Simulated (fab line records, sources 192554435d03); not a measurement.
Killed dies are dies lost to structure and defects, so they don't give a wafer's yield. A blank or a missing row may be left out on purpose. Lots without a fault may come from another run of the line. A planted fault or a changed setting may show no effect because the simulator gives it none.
fab line records | flow n5_finfet
record lots=7 wafers=20 last_day=19
route steps=1938 shown BEOL_M13@1682
lots that met no fault: from a run of the same line without faults
start_h: hours from the record's first day to the start of the lot's first wafer shown | wait_h: hours since the lot's step before | " the same as in the row above | L1.1+2: a row that stands for several wafers | - no value, or no start given | * or withheld: withheld | < > ~ a bound
route shown NAME@n: a module of which the file shows steps, and the number in the route of the first | usual: mean/standard deviation of fault-free wafers | same: alike in all rows | chamber/n: place in a boat | sites: the reading at each site | _std_site: their standard deviation | _edge_site: outer sites' mean less inner sites' | radius_mm: how far each site lies from the wafer's centre | mask NAME#n: copy n | behind: the tool/chamber that last shaped the wafer | hold: why the lot was held/for how many hours/how that ended | device: the transistor (n, p or np) that didn't switch | end of line: the same wafers' tests at the end of the route | a step without rows: its recipe alone | killed: dies lost to structure and defects at the first sort, not the wafer's yield | map: a wafer's dies, x killed, . not, _ none there
set.NAME: the setting as run; set.NAME@STEP: as run at that earlier step | model.NAME: the simulator's own value behind a step, which no gauge read
lots at some steps of the route; a table a step, a row a wafer
services: from which hour (start_h, from the record's first day; less than 0 if before it) a tool's chamber was out of use, for how many hours, and why
## steps
# step N5_BEOL_M13_COAT_22
# recipe spin_rpm=2888 resist_thk_nm=300
# step N5_BEOL_M13_EBR_24
# recipe solvent=PGMEA ebr_width_mm=1.5
# step N5_BEOL_M13_SOFTBAKE_23
# recipe temp_c=130 time_s=60
# step N5_BEOL_M13_EXPOSE_25
# recipe mask_id=M13 na=0.93 source_shape=conventional sigma_outer=0.4 polarization=unpolarized target_cd_nm=210 dose_mj=22
# step N5_BEOL_M13_PEB_26
# recipe peb_temp_c=130 peb_time_s=90
# step N5_BEOL_M13_DEVELOP_27
# recipe develop_time_s=45 rinse_liquid=diw dry=air_spin dev_temp_c=21
# step N5_BEOL_M13_HARDBAKE_32
# recipe temp_c=130 time_s=120
# step N5_BEOL_M13_CD_MEAS_28
# recipe target_cd_nm=209.5 landing_energy_ev=500 detector=se_inlens
# usual cd_nm=209.7/1.3
# same landing_energy_ev=500
# columns lot.wafer tool chamber start_h wait_h cd_nm
L872.2 cd_sem-03 0 311.56 - 211.4
L872.3 " 0 " " 210.2
L872.6 " 0 " " 210.7
L874.2 cd_sem-03 0 320.94 - 211.7
L874.3 " 0 " " 211.6
L874.5 " 0 " " 211.5
L885.1 cd_sem-03 0 388.72 - 209.2
L885.2 " 0 " " 208.7
L885.6 " 0 " " 209.6
L883.4 cd_sem-03 0 394.76 - 207.8
L883.5 " 0 " " 208.2
L886.3 cd_sem-03 0 407.60 - 210.7
L886.4 " 0 " " 209.7
L886.5 " 0 " " 210.7
L888.2 cd_sem-02 0 415.62 - 210.5
L888.3 " 0 " " 208.7
L888.5 " 0 " " 210.6
L890.1 cd_sem-03 0 423.11 - 212.1
L890.3 " 0 " " 212.5
L890.4 " 0 " " 211.1
# step N5_BEOL_M13_OVL_MEAS_29
# recipe points_per_wafer=44
# usual M13_OVL=5/6.2
# same points_per_wafer=44
# columns lot.wafer tool chamber start_h wait_h M13_OVL[nm]
L872.2 overlay-02 0 311.59 0.0 11
L872.3 " 0 " " 12
L872.6 " 0 " " 10
L874.2 overlay-02 0 320.97 0.0 11
L874.3 " 0 " " 9
L874.5 " 0 " " -1
L885.1 overlay-02 0 388.75 0.0 -5
L885.2 " 0 " " 6
L885.6 " 0 " " 9
L883.4 overlay-01 0 394.79 0.0 12
L883.5 " 0 " " 14
L886.3 overlay-02 0 407.63 0.0 -3
L886.4 " 0 " " 12
L886.5 " 0 " " 3
L888.2 overlay-01 0 415.65 0.0 3
L888.3 " 0 " " 14
L888.5 " 0 " " 18
L890.1 overlay-01 0 423.15 0.0 -5
L890.3 " 0 " " 3
L890.4 " 0 " " 9
# step N5_BEOL_M13_INSPECT_30
# recipe mode=adi inspect_instrument=macro
# usual raw_defect_count=2.1/1.4
# columns lot.wafer tool chamber start_h wait_h raw_defect_count
L872.2 defect_inspect-01 - 311.62 0.0 2
L872.3 " - " " 1
L872.6 " - " " 2
L874.2 defect_inspect-01 - 320.99 0.0 0
L874.3 " - " " 2
L874.5 " - " " 2
L885.1 defect_inspect-02 - 388.77 0.0 2
L885.2 " - " " 4
L885.6 " - " " 3
L883.4 defect_inspect-02 - 394.81 0.0 1
L883.5 " - " " 4
L886.3 defect_inspect-01 - 407.65 0.0 2
L886.4 " - " " 1
L886.5 " - " " 1
L888.2 defect_inspect-01 - 415.67 0.0 2
L888.3 " - " " 3
L888.5 " - " " 2
L890.1 defect_inspect-01 - 423.17 0.0 1
L890.3 " - " " 4
L890.4 " - " " 1
# step N5_BEOL_M13_DESCUM_33
# recipe chemistry=O2 time_s=7.9 source_power_w=50 bias_power_w=20 pressure_mtorr=20 rf_frequency_hz=2.712e+07 temp_c=40 o2_flow_sccm=225
# usual chamber_pressure_mTorr=19.998/0.017 drypump_motor_current_A=5.8/0.47 oes_product_au=0.79/0.089 rf_vpp_V=242.8/1.5 showerhead_plenum_p_Torr=2.07/0.09 throttle_valve_pct=20.57/0.3
# columns lot.wafer tool chamber start_h wait_h chamber_pressure_mTorr drypump_motor_current_A oes_product_au rf_hours_counter_h rf_vpp_V showerhead_plenum_p_Torr throttle_valve_pct
L872.2 rie_diel-06 1 311.65 0.0 19.998 6.5 0.72 214 241.4 2.07 20.83
L872.3 " 2 " " 19.997 6.1 0.85 55 242.8 2.12 20.60
L872.6 " 1 " " 19.992 6.5 0.72 - 242.5 2.07 20.83
L874.2 rie_diel-06 2 321.24 0.2 19.990 6.1 0.85 59 243.0 2.12 20.59
L874.3 " 1 " " 19.973 6.5 0.72 218 242.6 2.07 20.86
L874.5 " 3 " " 20.002 6.0 0.68 - 242.0 1.97 20.66
L885.1 rie_diel-06 2 388.81 0.0 20.019 6.1 0.83 77 244.0 2.12 20.63
L885.2 " 0 " " 19.993 5.2 0.71 193 239.4 1.90 20.81
L885.6 " 1 " " 19.968 6.5 0.70 - 242.8 2.07 20.87
L883.4 rie_diel-06 2 395.11 0.3 20.009 6.1 0.83 79 242.9 2.12 20.63
L883.5 " 1 " " 19.992 6.5 0.71 - 242.5 2.06 20.89
L886.3 rie_diel-06 3 407.77 0.1 19.993 6.0 0.95 10 245.1 2.22 20.45
L886.4 " 0 " " 20.023 5.2 0.70 198 240.8 1.90 20.80
L886.5 " 2 " " 20.012 6.1 0.82 - 243.0 2.11 20.65
L888.2 rie_diel-05 0 415.70 0.0 20.004 5.8 0.84 69 242.3 2.02 20.37
L888.3 " 1 " " 20.026 5.6 0.90 41 244.5 2.13 20.22
L888.5 " 3 " " 19.996 5.1 0.92 - 242.4 2.06 20.02
L890.1 rie_diel-05 2 423.20 0.0 20.003 6.0 0.69 215 243.3 2.15 20.93
L890.3 " 0 " " 19.981 5.8 0.84 72 242.4 2.02 20.40
L890.4 " 3 " " 20.025 5.1 0.91 24 241.9 2.06 20.00
# step N5_BEOL_M13_ETCH_67
# recipe chemistry=CF4 target=SiARC target_depth_a=1430 time_s=238.3 ion_energy_ev=80 pressure_mtorr=40 source_w=545 bias_w=36 Ar_flow_sccm=100 cf4_flow_sccm=100 ends=cleared
# usual chamber_pressure_mTorr=40.00/0.04 drypump_motor_current_A=5.8/0.48 etch_rf_on_time_s=237/4.8 oes_product_au=0.68/0.073 rf_vpp_V=183.9/1.3 showerhead_plenum_p_Torr=2.12/0.088 throttle_valve_pct=15.7/0.32
# columns lot.wafer tool chamber start_h wait_h chamber_pressure_mTorr drypump_motor_current_A etch_rf_on_time_s oes_product_au rf_hours_counter_h rf_vpp_V showerhead_plenum_p_Torr throttle_valve_pct
L872.2 rie_diel-06 1 311.69 0.0 39.97 6.5 235 0.62 214 183.8 2.11 16.0
L872.3 " 2 " " 39.98 6.1 244 0.72 55 185.5 2.17 15.7
L872.6 " 1 " " 39.97 6.5 232 0.62 - 183.9 2.11 16.0
L874.2 rie_diel-06 2 321.27 0.0 40.02 6.1 246 0.72 59 184.2 2.17 15.7
L874.3 " 1 " " 40.00 6.4 235 0.61 218 182.8 2.11 16.0
L874.5 " 3 " " 40.03 6.0 245 0.57 - 182.6 2.04 16.0
L885.1 rie_diel-06 2 388.84 0.0 39.98 6.1 247 0.69 77 184.8 2.16 15.8
L885.2 " 0 " " 40.04 5.2 235 0.61 193 181.1 1.96 16.0
L885.6 " 1 " " 39.94 6.5 233 0.61 - 184.4 2.10 16.0
L883.4 rie_diel-06 2 395.14 0.0 39.94 6.1 243 0.70 79 183.4 2.16 15.8
L883.5 " 1 " " 40.02 6.5 233 0.61 - 185.3 2.10 16.0
L886.3 rie_diel-06 3 407.80 0.0 40.01 6.0 237 0.81 10 185.6 2.29 15.6
L886.4 " 0 " " 40.03 5.2 232 0.61 198 182.3 1.96 16.0
L886.5 " 2 " " 39.94 6.1 244 0.69 - 183.8 2.16 15.8
L888.2 rie_diel-05 0 415.74 0.0 40.02 5.8 237 0.72 69 184.6 2.09 15.6
L888.3 " 1 " " 40.03 5.6 242 0.75 41 185.7 2.18 15.3
L888.5 " 3 " " 40.04 5.1 232 0.79 - 183.0 2.09 15.0
L890.1 rie_diel-05 2 423.24 0.0 39.99 6.0 233 0.61 215 184.9 2.20 16.2
L890.3 " 0 " " 39.98 5.8 236 0.72 72 182.8 2.09 15.6
L890.4 " 3 " " 39.99 5.2 231 0.79 25 183.4 2.09 15.0
# step N5_BEOL_M13_ETCH_68
# recipe chemistry=N2/H2 target=SOC mask_material=SiARC source_w=3000 bias_w=350 temp_c=40 time_s=355 ion_energy_ev=200 pressure_mtorr=30 n2_flow_sccm=200 h2_flow_sccm=200
# usual chamber_pressure_mTorr=30.005/0.027 drypump_motor_current_A=5.8/0.47 oes_product_au=0.79/0.089 rf_vpp_V=523/3.2 showerhead_plenum_p_Torr=2.51/0.11 throttle_valve_pct=17.92/0.28
# columns lot.wafer tool chamber start_h wait_h chamber_pressure_mTorr drypump_motor_current_A oes_product_au rf_hours_counter_h rf_vpp_V showerhead_plenum_p_Torr throttle_valve_pct model.SiARC_of_BEOL_M13_COAT_66.thk_nm model.BEOL_M13.cd_nm
L872.2 rie_diel-06 1 311.83 0.1 29.991 6.5 0.72 214 523 2.50 18.13 77.8 213.4
L872.3 " 2 " " 30.008 6.1 0.85 55 525 2.58 17.87 77.8 211.4
L872.6 " 1 " " 29.980 6.5 0.71 - 522 2.50 18.13 77.8 214.2
L874.2 rie_diel-06 2 321.42 0.1 30.017 6.1 0.85 59 525 2.58 17.89 77.8 212.6
L874.3 " 1 " " 30.007 6.5 0.72 218 523 2.50 18.15 77 213
L874.5 " 3 " " 29.993 6.0 0.66 - 519 2.39 18.04 78.2 211.2
L885.1 rie_diel-06 2 388.99 0.1 29.990 6.1 0.83 77 526 2.57 17.92 77.8 210
L885.2 " 0 " " 29.999 5.2 0.71 193 517 2.32 18.10 77.4 210
L885.6 " 1 " " 30.011 6.5 0.87 - 522 2.49 18.15 64.8 217.2
L883.4 rie_diel-06 2 395.29 0.1 29.986 6.1 1.02 79 524 2.57 17.93 64.4 214.8
L883.5 " 1 " " 29.994 6.5 0.70 - 523 2.49 18.18 77.6 210.4
L886.3 rie_diel-06 3 407.95 0.1 30.005 6.0 0.94 10 529 2.70 17.72 76.8 209.8
L886.4 " 0 " " 30.022 5.3 0.89 198 519 2.32 18.12 64 216.6
L886.5 " 2 " " 29.970 6.1 0.82 - 523 2.57 17.94 77.2 211.4
L888.2 rie_diel-05 0 415.88 0.1 30.038 5.8 0.85 69 522 2.46 17.75 76.6 209.4
L888.3 " 1 " " 29.995 5.7 0.89 41 526 2.60 17.68 77 208.2
L888.5 " 3 " " 29.979 5.1 0.92 - 523 2.50 17.31 76.6 211.4
L890.1 rie_diel-05 2 423.38 0.1 30.016 5.9 0.70 216 526 2.63 18.39 77.4 212
L890.3 " 0 " " 29.994 5.8 0.84 72 522 2.46 17.77 76.8 212.2
L890.4 " 3 " " 30.021 5.2 0.92 25 522 2.49 17.32 76.4 212.8
# step N5_BEOL_M13_STRIP_69
# recipe chemistry=N2/H2 temp_c=40 n2_flow_sccm=200 h2_flow_sccm=200 rf_frequency_hz=6e+07
# step N5_BEOL_M13_TRENCH_ETCH_34
# recipe chemistry=C4F8/O2/Ar target=SiOC target_depth_a=4134.7 mask_material=SOC pressure_mtorr=30 source_w=3000 bias_w=700 Ar_flow_sccm=400 C4F8_flow_sccm=15 O2_flow_sccm=8 he_inner_torr=15 he_outer_torr=30 time_s=162.6 ion_energy_ev=250
# usual chamber_pressure_mTorr=30.002/0.026 drypump_motor_current_A=5.8/0.47 he_inner_torr=15.003/0.029 oes_product_au=0.79/0.088 rf_vpp_V=665/4 showerhead_plenum_p_Torr=3.38/0.14 throttle_valve_pct=24.34/0.3
# columns lot.wafer tool chamber start_h wait_h chamber_pressure_mTorr drypump_motor_current_A he_inner_torr oes_product_au rf_hours_counter_h rf_vpp_V showerhead_plenum_p_Torr throttle_valve_pct
L872.2 rie_diel-06 1 312.05 0.0 30.009 6.5 14.990 0.71 214 664 3.38 24.59
L872.3 " 2 " " 30.026 6.1 15.025 0.84 55 666 3.45 24.32
L872.6 " 1 " " 30.036 6.5 15.013 0.72 - 664 3.38 24.59
L874.2 rie_diel-06 2 321.64 0.0 30.015 6.1 15.008 0.84 59 666 3.44 24.31
L874.3 " 1 " " 30.029 6.5 14.992 0.72 218 664 3.37 24.58
L874.5 " 3 " " 29.974 6.0 14.987 0.67 - 661 3.26 24.60
L885.1 rie_diel-06 2 389.21 0.0 30.024 6.1 14.999 0.83 77 668 3.43 24.31
L885.2 " 0 " " 30.000 5.3 14.974 0.71 193 657 3.12 24.48
L885.6 " 1 " " 30.006 6.5 15.000 0.70 - 665 3.37 24.60
L883.4 rie_diel-06 2 395.51 0.0 30.059 6.1 15.041 0.82 79 666 3.43 24.33
L883.5 " 1 " " 29.997 6.5 15.024 0.70 - 664 3.36 24.62
L886.3 rie_diel-06 3 408.17 0.0 29.999 6.0 15.030 0.95 10 672 3.65 24.39
L886.4 " 0 " " 30.002 5.3 15.011 0.71 198 657 3.12 24.47
L886.5 " 2 " " 30.007 6.1 15.006 0.82 - 668 3.43 24.34
L888.2 rie_diel-05 0 416.11 0.0 29.979 5.8 14.981 0.85 70 664 3.34 24.32
L888.3 " 1 " " 30.003 5.7 14.995 0.90 42 668 3.48 24.04
L888.5 " 3 " " 30.057 5.2 15.028 0.92 - 664 3.35 23.65
L890.1 rie_diel-05 2 423.61 0.0 29.966 6.0 15.024 0.71 216 668 3.52 24.77
L890.3 " 0 " " 29.997 5.8 15.002 0.85 72 663 3.34 24.29
L890.4 " 3 " " 29.968 5.1 14.983 0.92 25 663 3.34 23.65
# step N5_BEOL_M13_STRIP_70
# recipe chemistry=C4F8/O2/Ar resist=SiARC rf_frequency_hz=6e+07
# step N5_BEOL_M13_OCD_MEAS_35
# usual trench_depth_nm=411/5.9
# columns lot.wafer tool chamber start_h wait_h trench_depth_nm
L872.2 ocd-02 - 312.23 0.0 405
L872.3 " - " " 404
L872.6 " - " " 406
L874.2 ocd-02 - 321.82 0.0 405
L874.3 " - " " 406
L874.5 " - " " 399
L885.1 ocd-01 - 389.38 0.0 413
L885.2 " - " " 409
L885.6 " - " " 412
L883.4 ocd-01 - 395.69 0.0 407
L883.5 " - " " 409
L886.3 ocd-02 - 408.35 0.0 416
L886.4 " - " " 411
L886.5 " - " " 410
L888.2 ocd-02 - 416.28 0.0 420
L888.3 " - " " 419
L888.5 " - " " 422
L890.1 ocd-02 - 423.78 0.0 417
L890.3 " - " " 416
L890.4 " - " " 425
# step N5_BEOL_M13_STRIP_37
# recipe chemistry=N2/H2 power_w=1000 temp_c=250 h2_frac=0.65 overash_fraction=0.3 pressure_mtorr=withheld n2_flow_sccm=1750 h2_flow_sccm=3250
# usual drypump_motor_current_A=5.89/0.2 heater_power_w=332/30 oes_product_au=0.784/0.011
# columns lot.wafer tool chamber start_h wait_h drypump_motor_current_A heater_power_w oes_product_au rf_hours_counter_h
L872.2 plasma_asher-02 0 312.27 0.0 6.17 302 0.781 122
L872.3 " 0 " " 6.16 310 0.791 -
L872.6 " 1 " " 5.61 387 0.804 -
L874.2 plasma_asher-01 1 321.86 0.0 5.77 295 0.794 85
L874.3 " 1 " " 5.79 298 0.784 -
L874.5 " 0 " " 6.04 343 0.777 -
L885.1 plasma_asher-02 1 389.42 0.0 5.62 378 0.775 139
L885.2 " 0 " " 6.11 307 0.754 139
L885.6 " 1 " " 5.61 377 0.781 -
L883.4 plasma_asher-02 1 395.74 0.1 5.59 379 0.786 -
L883.5 " 0 " " 6.15 305 0.780 -
L886.3 plasma_asher-01 0 408.41 0.1 6.01 343 0.793 -
L886.4 " 1 " " 5.79 303 0.778 -
L886.5 " 1 " " 5.80 307 0.790 -
L888.2 plasma_asher-02 0 416.32 0.0 6.14 311 0.781 144
L888.3 " 0 " " 6.14 303 0.779 -
L888.5 " 1 " " 5.60 382 0.777 -
L890.1 plasma_asher-01 0 423.82 0.0 6.04 345 0.786 105
L890.3 " 1 " " 5.79 306 0.787 -
L890.4 " 0 " " 6.03 344 0.789 -
# step N5_BEOL_M13_ETCH_38
# recipe chemistry=CF4/N2 target=SiCN target_depth_a=675 taper_deg=2 time_s=71.9 ion_energy_ev=150 mask_material=SiO2 pressure_mtorr=40 source_w=430 bias_w=70 Ar_flow_sccm=100 cf4_flow_sccm=60 n2_flow_sccm=60
# usual chamber_pressure_mTorr=40.00/0.038 drypump_motor_current_A=5.8/0.48 oes_product_au=0.81/0.08 rf_vpp_V=382.3/2.5 showerhead_plenum_p_Torr=2.20/0.092 throttle_valve_pct=15.5/0.33
# columns lot.wafer tool chamber start_h wait_h chamber_pressure_mTorr drypump_motor_current_A oes_product_au rf_hours_counter_h rf_vpp_V showerhead_plenum_p_Torr throttle_valve_pct model.BEOL_M13.cd_nm
L872.2 rie_diel-02 1 312.37 - 39.96 6.6 0.83 66 384.8 2.32 15.3 213.6
L872.3 " 0 " " 40.01 6.1 0.90 26 384.2 2.26 14.9 211.4
L872.6 " 1 " " 39.96 6.5 0.83 - 385.6 2.32 15.3 214.4
L874.2 rie_diel-05 1 323.58 - 40.00 5.6 0.94 13 383.9 2.25 15.1 212.4
L874.3 " 3 " " 39.97 5.1 0.68 249 381.5 2.17 15.3 213.4
L874.5 " 0 " " 40.04 5.8 0.89 - 382.8 2.16 15.3 211.2
L885.1 rie_diel-05 1 391.46 - 39.98 5.6 0.89 34 383.7 2.25 15.1 210
L885.2 " 3 " " 40.00 5.2 0.96 14 381.4 2.16 14.9 210.2
L885.6 " 1 " " 39.94 5.6 0.89 - 383.3 2.25 15.1 217.2
L883.4 rie_diel-05 3 399.43 - 40.01 5.2 0.93 17 380.5 2.16 14.9 214.6
L883.5 " 0 " " 39.98 5.8 0.85 - 380.9 2.15 15.4 210.6
L886.3 rie_diel-06 3 408.80 - 40.03 6.0 0.93 10 386.1 2.35 15.4 209.4
L886.4 " 2 " " 39.99 6.1 0.82 84 384.6 2.23 15.6 216.6
L886.5 " 3 " " 39.97 6.0 0.95 - 384.6 2.35 15.4 211
L888.2 rie_diel-06 1 416.69 - 40.02 6.5 0.71 246 381.5 2.16 15.9 209.4
L888.3 " 0 " " 40.01 5.2 0.71 201 375.8 2.01 15.8 208.2
L888.5 " 0 " " 40.04 5.2 0.72 - 377.8 2.01 15.8 211.2
L890.1 rie_diel-06 2 424.47 - 40.02 6.1 0.82 89 382.7 2.22 15.6 212
L890.3 " 1 " " 40.01 6.5 0.70 249 381.1 2.16 15.9 212
L890.4 " 0 " " 40.00 5.2 0.71 204 378.0 2.01 15.8 212.6
# step N5_BEOL_M13_PRECLEAN_39
# recipe chemistry=residue_remover time_s=60 temp_c=40
## services
# columns tool chamber start_h hours kind
rie_diel-06 - 299.45 1.1 repair
rie_diel-05 2 308.01 10.4 repair
rie_diel-05 3 329.66 - clean
rie_diel-05 3 329.66 - consumable_replace:focus_ring
rie_diel-02 0 347.03 9.0 repair
rie_diel-06 3 352.48 - clean
rie_diel-06 3 352.48 - consumable_replace:focus_ring
rie_diel-06 3 352.48 - consumable_replace:showerhead
rie_diel-06 3 352.48 16.5 scheduled_down
rie_diel-06 3 352.48 16.5 vent_cycle
rie_diel-06 1 354.73 9.2 repair
## key
first_sign none at tools or gauges
model_effect step=N5_BEOL_M13_ETCH_68 value=SiARC_of_BEOL_M13_COAT_66.thk_nm without=77.07 struck=64.4
model_effect step=N5_BEOL_M13_ETCH_38 value=BEOL_M13.cd_nm without=209.5 struck=216.1
met_at N5_BEOL_M13_ETCH_68
struck_wafers L883.4,L885.6,L886.4
onset_between 321.42 388.99
fault kind=process_parameter_drift tool=rie_diel-06 chamber=- onset_h=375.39 steps=N5_BEOL_M13_ETCH_68 channel=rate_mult offset=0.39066 shape=step end_h=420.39 scope=struck_wafers_only
